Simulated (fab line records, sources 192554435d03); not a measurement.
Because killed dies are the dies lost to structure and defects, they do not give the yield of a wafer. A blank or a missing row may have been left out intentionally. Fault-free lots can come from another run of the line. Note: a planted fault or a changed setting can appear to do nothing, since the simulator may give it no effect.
What tool caused it? -- flow n5 finfet -- 26 wafers from 9 lots sampled at 5 of the route's 1938 steps

WHAT EACH GAUGE READ, for each wafer
N5_BEOL_M4_RC_MEAS_101. Usual: DIBL_N 36.1 mV/V, standard deviation 2.3; DIBL_P 36 mV/V, standard deviation 3.2; IOFF_N 0.16 nA/um, standard deviation 0.045; IOFF_P 0.21 nA/um, standard deviation 0.049; ION_N 674 uA/um, standard deviation 14; ION_P 462 uA/um, standard deviation 8.4; SS_N 71.6 mV/dec, standard deviation 0.83; SS_P 73.2 mV/dec, standard deviation 0.87; VT_N 249 mV, standard deviation 3.8; VT_P -250 mV, standard deviation 3.4.
lot,measured,on,DIBL_N (mV/V),DIBL_P (mV/V),IOFF_N (nA/um),IOFF_P (nA/um),ION_N (uA/um),ION_P (uA/um),SS_N (mV/dec),SS_P (mV/dec),VT_N (mV),VT_P (mV),flag
L787,day 12 07:51,prober-01,33.3 34.5,35 36,0.12 0.13,0.19 0.23,655 664,460 464,70.6 70.5,73.0 72.7,254 249,-250 -244,
L789,day 11 20:04,prober-01,39.1 38.2 36.7,42 40 39,0.22 0.20 0.19,0.29 0.26 0.26,686 679 695,468 465 481,72.3 72.0 71.3,74.4 73.7 73.7,246 248 244,-246 -246 -246,
L793,day 13 23:03,prober-02,37.8 42.2 36.9,38 44 37,0.18 0.31 0.17,0.23 0.34 0.22,684 692 694,470 471 468,72.6 73.7 71.5,73.9 76.2 73.5,251 243 246,-250 -247 -250,
L794,day 12 22:52,prober-02,34.9 36.0 34.8,34 36 33,0.12 0.14 0.12,0.15 0.19 0.15,652 668 645,444 456 439,70.7 71.9 70.9,71.9 73.5 72.9,253 251 254,-255 -255 -257,
L804,day 15 19:40,prober-02,36.0 34.3 38.8,35 33 39,0.16 0.15 0.24,0.22 0.20 0.29,669 670 688,460 459 464,71.3 71.2 72.0,72.8 72.3 73.4,248 248 243,-247 -248 -247,
L805,day 17 04:29,prober-01,35.1 36.6 35.3,37 38 37,0.15 0.19 0.15,0.23 0.23 0.21,659 682 665,460 457 454,71.3 72.4 71.9,73.8 73.2 73.4,250 248 252,-250 -250 -250,
L806,day 15 22:50,prober-02,37.6 39.2 36.5,38 41 37,0.17 0.21 0.15,0.20 0.28 0.20,673 674 675,458 466 462,71.3 72.2 71.2,73.8 75.1 73.9,248 249 248,-252 -249 -254,
L808,day 16 04:26,prober-02,39.9 36.0 35.4,39 34 33,0.22 0.14 0.13,0.24 0.17 0.17,707 661 670,474 450 460,72.3 70.8 70.4,74.2 73.0 72.0,244 250 251,-250 -252 -248,
L809,day 17 10:15,prober-01,37.5 40.1 37.4,39 42 38,0.20 0.24 0.19,0.25 0.29 0.24,683 679 681,463 461 466,72.7 72.7 72.0,73.3 74.2 73.7,246 246 247,-248 -248 -247,

EACH LOT AND THE TOOL THAT RAN IT (in order: tool; ch and the chambers of the sampled wafers; start)
lot,N5_DUMMY_GATE_ETCH_36,N5_DUMMY_GATE_TRIM_49,N5_DUMMY_GATE_STRIP_48,N5_SPACER0_ALD_00
L787,"rie diel-02 ch 1,2, day 3 04:02","rie si-04 ch 0,2, day 3 04:10","rie diel-05 ch 0,3, day 3 04:54","ald sin-03 ch 0,2, day 3 05:29"
L789,"rie diel-05 ch 0,1,2, day 3 15:44","rie si-05 ch 1,2,3, day 3 15:52","rie diel-02 ch 0,1,2, day 3 16:36","ald sin-02 ch 1,2, day 3 16:58"
L793,"rie diel-05 ch 0,1, day 4 17:34","rie si-02 ch 0,1,3, day 4 17:41","rie diel-05 ch 0,1,2, day 4 18:25","ald sin-01 ch 1,2,3, day 4 19:05"
L794,"rie diel-06 ch 2,3, day 4 21:23","rie si-02 ch 0,3, day 4 21:31","rie diel-05 ch 2,3, day 4 22:15","ald sin-03 ch 0,2, day 4 22:37"
L804,"rie diel-05 ch 0,1,2, day 7 10:41","rie si-04 ch 0,3, day 7 10:49","rie diel-05 ch 1,3, day 7 11:41","ald sin-02 ch 0,3, day 7 13:02"
L805,"rie diel-05 ch 0,1,2, day 7 16:44","rie si-02 ch 1,3, day 7 16:52","rie diel-02 ch 0,3, day 7 17:40","ald sin-01 ch 1,3, day 7 18:02"
L806,"rie diel-02 ch 1,2,3, day 8 00:40","rie si-05 ch 1,3, day 8 00:47","rie diel-05 ch 0,1,3, day 8 01:38","ald sin-02 ch 1,3, day 8 02:20"
L808,"rie diel-06 ch 0,1,2, day 8 10:54","rie si-04 ch 0,2,3, day 8 11:01","rie diel-05 ch 0,1,2, day 8 11:56","ald sin-01 ch 0,1,2, day 8 12:19"
L809,"rie diel-05 ch 0,1,2, day 8 17:05","rie si-02 ch 0,1,2, day 8 17:12","rie diel-05 ch 0,1,2, day 8 18:03","ald sin-01 ch 0,1, day 8 18:41"
- N5_DUMMY_GATE_ETCH_36: etches SiARC in CF4, target depth 13 nm.
- N5_DUMMY_GATE_TRIM_49: chemistry O2, time 29 s, target cd 14 nm.
- N5_DUMMY_GATE_STRIP_48: strips in N2/H2, time 20 s.
- N5_SPACER0_ALD_00: deposits SiOCN, target thk 3.5 nm, pulse time 3 s, purge time 2 s.

WHAT THE TOOLS THEMSELVES READ (means of the sampled wafers that have a number; where no wafer has one, the mark that the record gives instead)
N5_DUMMY_GATE_ETCH_36. Usual: drypump motor current A 5.6 A, standard deviation 0.47; oes product au 0.76 a.u., standard deviation 0.053; rf vpp V 184.2 V, standard deviation 1.3; showerhead plenum p Torr 2.16 Torr, standard deviation 0.082; throttle valve pct 15.67 %, standard deviation 0.2.
lot,tool,drypump motor current A (A),oes product au (a.u.),rf vpp V (V),showerhead plenum p Torr (Torr),throttle valve pct (%),flag
L787,rie diel-02,5.8,0.78,185.2,2.23,15.52,
L789,rie diel-05,5.5,0.76,184.1,2.18,15.66,
L793,rie diel-05,5.4,0.74,184.5,2.17,15.75,
L794,rie diel-06,5.9,0.72,184.3,2.18,15.79,
L804,rie diel-05,5.6,0.75,184.3,2.18,15.67,
L805,rie diel-05,5.6,0.75,183.7,2.18,15.69,
L806,rie diel-02,5.7,0.78,184.6,2.18,15.66,
L808,rie diel-06,5.6,0.76,183.8,2.17,15.57,
L809,rie diel-05,5.6,0.74,185.0,2.17,15.71,

N5_DUMMY_GATE_TRIM_49. Usual: drypump motor current A 5.7 A, standard deviation 0.5; oes product au 1.000 a.u., standard deviation 0.023; throttle valve pct 8.20 %, standard deviation 0.18.
lot,tool,drypump motor current A (A),oes product au (a.u.),throttle valve pct (%),flag
L787,rie si-04,6.2,0.999,8.12,
L789,rie si-05,5.4,0.996,8.15,
L793,rie si-02,6.2,0.992,8.35,
L794,rie si-02,6.4,0.984,8.26,
L804,rie si-04,5.7,0.990,7.97,
L805,rie si-02,6.5,0.982,8.26,
L806,rie si-05,5.3,1.000,8.07,
L808,rie si-04,5.9,1.016,8.08,
L809,rie si-02,6.1,1.020,8.33,

N5_DUMMY_GATE_STRIP_48. Usual: value, then standard deviation, for each; bias power w 3.000 W / 0.0098; chamber pressure mTorr 100.01 mTorr / 0.099; drypump motor current A 5.6 A / 0.46; oes product au 0.76 a.u. / 0.057; rf vpp V 45.3 V / 0.91; showerhead plenum p Torr 3.40 Torr / 0.13; throttle valve pct 12.31 % / 0.24.
lot,tool,bias power w (W),chamber pressure mTorr (mTorr),drypump motor current A (A),oes product au (a.u.),rf vpp V (V),showerhead plenum p Torr (Torr),throttle valve pct (%),flag
L787,rie diel-05,2.995,100.00,5.3,0.74,45.8,3.25,12.16,
L789,rie diel-02,3.007,99.97,5.5,0.78,45.8,3.41,12.29,
L793,rie diel-05,2.991,100.05,5.6,0.76,45.3,3.45,12.31,
L794,rie diel-05,2.995,100.15,6.0,0.78,45.8,3.47,12.23,
L804,rie diel-05,-,-,-,-,-,-,-,OFF
L805,rie diel-02,-,-,-,-,-,-,-,OFF
L806,rie diel-05,-,-,-,-,-,-,-,OFF
L808,rie diel-05,3.004,100.05,5.6,0.74,45.2,3.43,12.36,
L809,rie diel-05,3.010,100.04,5.6,0.74,45.7,3.43,12.38,

N5_SPACER0_ALD_00. Usual: heater power outer w 519 W, standard deviation 70; heater power w 829 W, standard deviation 92; precursor pulse height rel 0.996, standard deviation 0.023; susceptor temp C 399.97 C, standard deviation 0.22.
lot,tool,heater power outer w (W),heater power w (W),precursor pulse height rel,susceptor temp C (C),flag
L787,ald sin-03,564,871,1.006,399.94,
L789,ald sin-02,479,783,0.978,400.11,
L793,ald sin-01,575,882,0.989,399.94,
L794,ald sin-03,589,910,0.986,400.10,
L804,ald sin-02,459,746,0.992,399.99,
L805,ald sin-01,563,898,1.014,400.17,
L806,ald sin-02,455,762,1.008,400.03,
L808,ald sin-01,541,843,1.021,400.24,
L809,ald sin-01,533,856,0.994,399.98,

THE ANSWER, worked out from the rows above alone
Rule: take the mean of a lot's wafers that have a number; if it is more than 3 standard deviations from the usual mean, the lot is off. A lot without any number at a reading at which 4 lots or more have one is off too. All remaining lots with rows at the step are treated as sound. The gauges are gone through in route order, then the tools' own readings, and for those a lot's mean is taken as printed above. At the first step where some lot is off, the reading lying furthest off is the one used; lots without a number count as furthest.
Off, at N5_DUMMY_GATE_STRIP_48 on bias power w: L804, L805, L806. Without a number there: L804, L805, L806.
A tool fits if, at that step or a process step before it, it ran every lot that is off, and no sound lot after the first of them. No candidate that was tried fits.

WHAT THE SIMULATOR PUT IN
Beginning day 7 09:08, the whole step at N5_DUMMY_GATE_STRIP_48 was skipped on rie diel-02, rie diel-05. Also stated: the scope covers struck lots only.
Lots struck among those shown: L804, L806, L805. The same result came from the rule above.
